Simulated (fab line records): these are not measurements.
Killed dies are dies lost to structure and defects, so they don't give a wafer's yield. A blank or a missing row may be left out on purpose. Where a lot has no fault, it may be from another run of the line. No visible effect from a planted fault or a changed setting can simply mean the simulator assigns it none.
Comparing a struck lot with a sound one :: flow nand_harc :: 15 steps out of a route of 1302
Sound: these wafers, L128.1, L128.4, L128.6. Struck: wafers L138.2, L138.3, L138.6. Last of all comes the cause.
For every step that has rows: the tool of each side, followed by ch and its chambers, followed by its first start. Under that, the readings that differ: sound wafers :: struck wafers :: difference of the means :: sigmas: that difference in standard deviations of wafers without a fault.
alike: words and numbers the same on both sides, and readings whose means are apart by under 2 such deviations; not compared: readings that were withheld, readings missing a value for some wafer, numbers with overlapping values and no deviation given by the record, and bounds like >300 which may hide the same value.
Wherever a step has rows on one side only, a row that says differs or no value, or a row with sigmas, the two part there. Numbers that don't overlap but have no deviation are shown without sigmas and don't part them. A reading that every wafer of one side lacks parts them only if that side has two wafers or more.

first, 3 steps without rows for these wafers: NHARC_P_GATE_SRD_72; NHARC_P_GATE_OXIDE_16 (material SiO2, target thk 3 nm, ox time 392 s); NHARC_P_GATE_CVD_17 (deposits poly-Si, target thk 150 nm, time 900 s).
NHARC_P_GATE_HM_DEP_102: deposits aC, target thk 120 nm.
  sound on acl_dep-03 ch 0, day 6 12:44; struck on acl_dep-03 ch 0, day 11 04:17
reading: susceptor_temp_C (C)
sound: 399.92 399.99 399.76
struck: - - -
difference: no value on the struck wafers
sigmas: 
  alike: throttle_valve_pct
NHARC_P_GATE_DEP_103: deposits SiON, target thk 30 nm.
  sound on pecvd-04 ch 0,1, day 6 13:28; struck on pecvd-03 ch 0,1, day 11 04:52
  alike: heater_power_w, rf_fwd_power_W, susceptor_temp_C
  not compared: since_wet_clean_h
then, 7 steps without rows for these wafers: NHARC_P_GATE_DEHYDRATE_18 (time 120 s); NHARC_P_GATE_HMDS_19 (time 30 s); NHARC_P_GATE_COAT_20 (resist thk 90 nm); NHARC_P_GATE_SOFTBAKE_21 (time 55 s); NHARC_P_GATE_EBR_22; NHARC_P_GATE_EXPOSE_23 (exposes mask P GATE, target cd 120 nm); NHARC_P_GATE_PEB_24 (peb time 65 s).
NHARC_P_GATE_DEVELOP_25: develop time 35 s.
  sound on litho_track-04 ch 0, day 6 14:00; struck on litho_track-01 ch 0, day 11 05:00
reading: developer_temp_C (C)
sound: 23.05 22.98 23.02
struck: 21.96 22.01 22.14
difference: -0.98
sigmas: -10
NHARC_P_GATE_CD_MEAS_26: target cd 120 nm.
  sound on cd_sem-02 ch 0, day 6 14:05; struck on cd_sem-01 ch 0, day 11 05:23
  alike: cd_nm
then, 1 step without rows for these wafers: NHARC_END_SORT_01.

== WHERE THEY PART ==
At NHARC_P_GATE_HM_DEP_102 first; at NHARC_P_GATE_DEVELOP_25 last (within this record only). Later steps at which nothing parts them and some readings are alike: NHARC_P_GATE_CD_MEAS_26.

WHY: what had been put in by the simulator
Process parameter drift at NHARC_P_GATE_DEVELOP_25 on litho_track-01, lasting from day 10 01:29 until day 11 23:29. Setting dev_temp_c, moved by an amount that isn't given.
